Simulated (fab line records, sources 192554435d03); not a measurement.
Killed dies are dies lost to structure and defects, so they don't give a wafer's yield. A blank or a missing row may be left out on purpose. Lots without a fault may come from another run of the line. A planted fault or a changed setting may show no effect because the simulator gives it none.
Which tool did it? | flow n5_finfet | 24 lots, 72 wafers sampled, at 5 steps of a route of 1938

WHAT THE GAUGES READ, wafer by wafer
N5_BEOL_M10_CD_MEAS_28: target cd 70 nm.
lot  | measured     | on        | cd_nm (nm)
L074 | day 10 04:41 | cd_sem-02 | 67.7 69.2 69.6
L075 | day 10 18:52 | cd_sem-01 | 70.8 69.3 70.1
L077 | day 10 20:39 | cd_sem-03 | 69.8 69.8 69.7
L076 | day 10 22:09 | cd_sem-01 | 68.5 67.9 68.7
L079 | day 10 22:11 | cd_sem-03 | 70.9 71.3 70.9
L078 | day 11 01:41 | cd_sem-03 | 69.8 71.2 69.8
L080 | day 11 16:08 | cd_sem-02 | 68.6 69.3 69.7
L082 | day 12 01:51 | cd_sem-02 | 70.0 69.7 70.4
L081 | day 12 03:07 | cd_sem-02 | 70.7 71.3 70.4
L083 | day 12 10:17 | cd_sem-03 | 68.4 70.2 69.8
L085 | day 12 21:04 | cd_sem-02 | 70.1 69.4 68.9
L086 | day 13 05:58 | cd_sem-03 | 70.6 71.0 70.1
L084 | day 13 11:59 | cd_sem-02 | 69.9 70.8 68.6
L088 | day 13 14:41 | cd_sem-03 | 69.9 69.1 69.8
L087 | day 13 18:37 | cd_sem-01 | 69.0 69.8 68.5
L089 | day 13 20:50 | cd_sem-01 | 70.8 71.0 71.4
L091 | day 14 04:42 | cd_sem-01 | 70.2 69.8 69.3
L090 | day 14 05:01 | cd_sem-01 | 70.7 69.9 70.9
L093 | day 14 18:22 | cd_sem-01 | 71.1 70.7 69.8
L092 | day 15 02:34 | cd_sem-03 | 69.5 69.3 69.6
L094 | day 15 12:46 | cd_sem-01 | 71.0 69.2 70.3
L095 | day 15 15:14 | cd_sem-02 | 70.6 70.4 70.9
L096 | day 15 21:59 | cd_sem-03 | 69.2 70.4 70.2
L097 | day 16 02:49 | cd_sem-03 | 70.4 69.7 70.4

N5_BEOL_M10_RS_MEAS_57: measures by four-point-probe.
lot  | measured     | on            | M10_RS (ohm/sq)
L074 | day 10 08:18 | film_metro-01 | 0.1511 0.1504 0.1461
L075 | day 10 22:15 | film_metro-02 | 0.1521 0.1521 0.1505
L077 | day 11 00:43 | film_metro-01 | 0.1507 0.1491 0.1538
L076 | day 11 00:47 | film_metro-01 | 0.1507 0.1513 0.1507
L079 | day 11 00:57 | film_metro-01 | 0.1493 0.1532 0.1530
L078 | day 11 04:57 | film_metro-01 | 0.1517 0.1509 0.1513
L080 | day 11 20:49 | film_metro-01 | 0.1495 0.1538 0.1512
L082 | day 12 05:53 | film_metro-01 | 0.1520 0.1512 0.1470
L081 | day 12 07:25 | film_metro-02 | 0.1522 0.1476 0.1535
L083 | day 12 13:55 | film_metro-01 | 0.1471 0.1483 0.1481
L085 | day 13 01:42 | film_metro-01 | 0.1501 0.1480 0.1518
L086 | day 13 09:38 | film_metro-02 | 0.1489 0.1511 0.1503
L084 | day 13 15:33 | film_metro-01 | 0.1484 0.1498 0.1502
L088 | day 13 17:41 | film_metro-01 | 0.1516 0.1488 0.1534
L087 | day 13 22:25 | film_metro-01 | 0.1492 0.1548 0.1539
L089 | day 14 01:44 | film_metro-01 | 0.1512 0.1500 0.1519
L091 | day 14 09:44 | film_metro-02 | 0.1524 0.1543 0.1513
L090 | day 14 10:17 | film_metro-02 | 0.1548 0.1530 0.1486
L093 | day 14 22:23 | film_metro-01 | 0.1526 0.1522 0.1505
L092 | day 15 05:39 | film_metro-01 | 0.1492 0.1520 0.1510
L094 | day 15 17:34 | film_metro-01 | 0.1530 0.1511 0.1539
L095 | day 15 20:02 | film_metro-02 | 0.1528 0.1554 0.1547
L096 | day 16 01:19 | film_metro-01 | 0.1530 0.1522 0.1538
L097 | day 16 06:11 | film_metro-02 | 0.1537 0.1531 0.1516

WHICH TOOL RAN EACH LOT (tool, then ch and the chambers of the sampled wafers, then the start)
lot  | N5_BEOL_M10_CURE_71           | N5_BEOL_M10_HM_DEP_02        | N5_BEOL_M10_ETCH_41
L074 | uv_cure-03 ch 2, day 9 23:45  | pvd_sputter-01, day 10 01:32 | rie_diel-04 ch 0,1,3, day 10 08:18 or earlier
L075 | uv_cure-02 ch 0, day 10 14:32 | pvd_sputter-02, day 10 16:02 | rie_diel-05 ch 1,2, day 10 22:15 or earlier
L077 | uv_cure-03 ch 2, day 10 17:02 | pvd_sputter-01, day 10 19:02 | rie_diel-05 ch 1,2, day 11 00:43 or earlier
L076 | uv_cure-01 ch 1, day 10 17:40 | pvd_sputter-01, day 10 19:20 | rie_diel-06 ch 0,1,2, day 11 00:47 or earlier
L079 | uv_cure-02 ch 2, day 10 17:48 | pvd_sputter-01, day 10 19:34 | rie_diel-05 ch 0,1, day 11 00:57 or earlier
L078 | uv_cure-01 ch 1, day 10 20:46 | pvd_sputter-02, day 10 22:58 | rie_diel-06 ch 0,2, day 11 04:57 or earlier
L080 | uv_cure-03 ch 0, day 11 12:24 | pvd_sputter-03, day 11 14:56 | rie_diel-05 ch 0,3, day 11 20:49 or earlier
L082 | uv_cure-03 ch 1, day 11 21:15 | pvd_sputter-01, day 11 22:07 | rie_diel-05 ch 0,3, day 12 05:53 or earlier
L081 | uv_cure-03 ch 0, day 11 23:02 | pvd_sputter-02, day 12 00:41 | rie_diel-06 ch 0,3, day 12 07:25 or earlier
L083 | uv_cure-01 ch 0, day 12 05:25 | pvd_sputter-02, day 12 07:04 | rie_diel-04 ch 1,3, day 12 13:55 or earlier
L085 | uv_cure-01 ch 0, day 12 18:31 | pvd_sputter-02, day 12 19:17 | rie_diel-04 ch 1,2,3, day 13 01:42 or earlier
L086 | uv_cure-01 ch 1, day 13 02:16 | pvd_sputter-01, day 13 04:41 | rie_diel-04 ch 0,1,2, day 13 09:38 or earlier
L084 | uv_cure-03 ch 1, day 13 07:57 | pvd_sputter-01, day 13 08:47 | rie_diel-04 ch 0,1,2, day 13 15:33 or earlier
L088 | uv_cure-01 ch 2, day 13 09:21 | pvd_sputter-01, day 13 11:42 | rie_diel-05 ch 1,2, day 13 17:41 or earlier
L087 | uv_cure-03 ch 2, day 13 15:14 | pvd_sputter-01, day 13 16:19 | rie_diel-06 ch 0,2,3, day 13 22:25 or earlier
L089 | uv_cure-03 ch 2, day 13 17:35 | pvd_sputter-03, day 13 19:18 | rie_diel-05 ch 0,3, day 14 01:44 or earlier
L091 | uv_cure-03 ch 0, day 13 21:52 | pvd_sputter-01, day 14 00:18 | rie_diel-05 ch 0,1,3, day 14 09:44 or earlier
L090 | uv_cure-01 ch 2, day 14 01:30 | pvd_sputter-01, day 14 03:29 | rie_diel-06 ch 0,1,3, day 14 10:17 or earlier
L093 | uv_cure-02 ch 1, day 14 11:11 | pvd_sputter-03, day 14 14:19 | rie_diel-05 ch 2,3, day 14 22:23 or earlier
L092 | uv_cure-01 ch 1, day 14 21:11 | pvd_sputter-02, day 15 00:34 | rie_diel-04 ch 1,2,3, day 15 05:39 or earlier
L094 | uv_cure-01 ch 2, day 15 10:23 | pvd_sputter-02, day 15 11:26 | rie_diel-06 ch 0,1,2, day 15 17:34 or earlier
L095 | uv_cure-02 ch 0, day 15 12:46 | pvd_sputter-01, day 15 13:55 | rie_diel-06 ch 0,1,2, day 15 20:02 or earlier
L096 | uv_cure-01 ch 0, day 15 18:37 | pvd_sputter-02, day 15 19:41 | rie_diel-04 ch 1,2, day 16 01:19 or earlier
L097 | uv_cure-02 ch 2, day 15 23:55 | pvd_sputter-02, day 16 00:59 | rie_diel-05 ch 0,2, day 16 06:11 or earlier
- N5_BEOL_M10_CURE_71: cures SiCOH lowk, time 240 s.
- N5_BEOL_M10_HM_DEP_02: deposits TiN, target thk 20 nm.
- N5_BEOL_M10_ETCH_41: etches SiCN in CH3F/O2, target depth 42.6 nm, time 86 s.

WHAT THE TOOLS THEMSELVES READ (means of the sampled wafers that have a number; where no wafer has one, the mark that the record gives instead)
N5_BEOL_M10_CURE_71.
lot  | tool       | lamp_power_pct (%) | wafer_temp_C_max
L074 | uv_cure-03 | 52.32              | 386.2
L075 | uv_cure-02 | 52.32              | 386.9
L077 | uv_cure-03 | 52.33              | 386.6
L076 | uv_cure-01 | 52.29              | 385.8
L079 | uv_cure-02 | 52.28              | 386.7
L078 | uv_cure-01 | 52.35              | 386.1
L080 | uv_cure-03 | 52.32              | 387.5
L082 | uv_cure-03 | 52.30              | 386.9
L081 | uv_cure-03 | 52.36              | 387.5
L083 | uv_cure-01 | 52.29              | 386.2
L085 | uv_cure-01 | 52.24              | 386.1
L086 | uv_cure-01 | 52.33              | 385.8
L084 | uv_cure-03 | 52.38              | 387.3
L088 | uv_cure-01 | 52.33              | 387.3
L087 | uv_cure-03 | 52.31              | 386.3
L089 | uv_cure-03 | 52.33              | 386.5
L091 | uv_cure-03 | 52.37              | 387.4
L090 | uv_cure-01 | 52.31              | 386.6
L093 | uv_cure-02 | 52.38              | 386.4
L092 | uv_cure-01 | 52.35              | 386.4
L094 | uv_cure-01 | 52.28              | 387.2
L095 | uv_cure-02 | 52.35              | 387.0
L096 | uv_cure-01 | 52.28              | 386.3
L097 | uv_cure-02 | 52.32              | 386.9

N5_BEOL_M10_HM_DEP_02.
lot  | tool           | substrate_temp_c (C) | throttle_valve_pct (%)
L074 | pvd_sputter-01 | 25.05                | 31.0
L075 | pvd_sputter-02 | 25.03                | 30.4
L077 | pvd_sputter-01 | 25.05                | 30.0
L076 | pvd_sputter-01 | 24.90                | 31.4
L079 | pvd_sputter-01 | 25.00                | 30.8
L078 | pvd_sputter-02 | 24.94                | 30.3
L080 | pvd_sputter-03 | 25.02                | 29.9
L082 | pvd_sputter-01 | 25.04                | 30.4
L081 | pvd_sputter-02 | 25.05                | 30.1
L083 | pvd_sputter-02 | 24.93                | 30.3
L085 | pvd_sputter-02 | 25.09                | 30.5
L086 | pvd_sputter-01 | 25.01                | 30.7
L084 | pvd_sputter-01 | 25.05                | 30.4
L088 | pvd_sputter-01 | 24.95                | 30.6
L087 | pvd_sputter-01 | 24.95                | 30.3
L089 | pvd_sputter-03 | 25.06                | 30.6
L091 | pvd_sputter-01 | 25.04                | 30.2
L090 | pvd_sputter-01 | 25.03                | 31.0
L093 | pvd_sputter-03 | 24.96                | 29.9
L092 | pvd_sputter-02 | 24.94                | 30.2
L094 | pvd_sputter-02 | 24.98                | 30.4
L095 | pvd_sputter-01 | 25.09                | 30.7
L096 | pvd_sputter-02 | 25.04                | 29.9
L097 | pvd_sputter-02 | 24.94                | 30.5

N5_BEOL_M10_ETCH_41.
lot  | tool        | chamber_pressure_mTorr (mTorr) | drypump_motor_current_A (A) | oes_product_au (a.u.) | rf_vpp_V (V) | showerhead_plenum_p_Torr (Torr) | throttle_valve_pct (%)
L074 | rie_diel-04 | 29.988                         | 5.7                         | 0.86                  | 297.9        | 2.03                            | 16.04
L075 | rie_diel-05 | 30.017                         | 5.7                         | 0.77                  | 298.5        | 2.06                            | 16.03
L077 | rie_diel-05 | 30.025                         | 5.7                         | 0.77                  | 299.0        | 2.06                            | 16.04
L076 | rie_diel-06 | 30.023                         | 6.0                         | 0.77                  | 297.9        | 2.00                            | 16.27
L079 | rie_diel-05 | 29.991                         | 5.3                         | 0.81                  | 299.5        | 2.11                            | 16.25
L078 | rie_diel-06 | 30.003                         | 5.8                         | 0.72                  | 296.9        | 1.96                            | 16.26
L080 | rie_diel-05 | 30.013                         | 5.3                         | 0.88                  | 299.8        | 2.07                            | 16.22
L082 | rie_diel-05 | 29.985                         | 5.6                         | 0.91                  | 297.4        | 2.02                            | 16.14
L081 | rie_diel-06 | 30.005                         | 6.1                         | 0.80                  | 298.0        | 2.04                            | 16.03
L083 | rie_diel-04 | 30.025                         | 5.7                         | 0.85                  | 297.8        | 2.03                            | 15.97
L085 | rie_diel-04 | 29.986                         | 5.8                         | 0.82                  | 298.5        | 2.02                            | 16.16
L086 | rie_diel-04 | 30.004                         | 5.8                         | 0.80                  | 297.6        | 2.02                            | 16.27
L084 | rie_diel-04 | 29.999                         | 5.8                         | 0.80                  | 297.4        | 2.01                            | 16.27
L088 | rie_diel-05 | 29.975                         | 5.8                         | 0.79                  | 298.0        | 2.04                            | 15.94
L087 | rie_diel-06 | 29.994                         | 6.0                         | 0.79                  | 297.3        | 2.00                            | 16.10
L089 | rie_diel-05 | 30.005                         | 5.4                         | 0.85                  | 298.4        | 2.06                            | 16.26
L091 | rie_diel-05 | 29.998                         | 5.5                         | 0.80                  | 298.6        | 2.05                            | 16.23
L090 | rie_diel-06 | 30.004                         | 6.3                         | 0.81                  | 298.9        | 2.07                            | 16.06
L093 | rie_diel-05 | 29.995                         | 5.9                         | 0.86                  | 296.5        | 1.98                            | 16.02
L092 | rie_diel-04 | 30.015                         | 5.8                         | 0.80                  | 297.3        | 2.01                            | 16.20
L094 | rie_diel-06 | 30.000                         | 6.0                         | 0.73                  | 297.9        | 1.99                            | 16.35
L095 | rie_diel-06 | 30.012                         | 6.0                         | 0.73                  | 297.0        | 1.99                            | 16.34
L096 | rie_diel-04 | 29.996                         | 6.0                         | 0.77                  | 297.7        | 2.01                            | 16.21
L097 | rie_diel-05 | 29.997                         | 5.3                         | 0.80                  | 298.6        | 2.08                            | 16.20

THE ANSWER, worked out from the rows above alone
Rule: what is usual is taken from the lots themselves. Put in order of their means at a reading, lots are off if they are a third of the lots or fewer, leave a main group of 4 or more, and stand apart from it by a gap of 3 or more times the standard deviation of the main group's means; of several such gaps the widest counts. A main group whose means are all the same, to the digits that the tables above print for the reading, isn't used. A lot without any number at a reading at which 4 lots or more have one is off too. The other lots that the step has rows for count as sound. The gauges are gone through in route order, then the tools' own readings, and for those a lot's mean is taken as printed above. The first step at which some lot is off is used, and at that step the reading that is off furthest; a lot without a number counts as furthest.
No lot is off at any reading shown: from this, nothing can be told.

WHAT THE SIMULATOR HAD PUT IN
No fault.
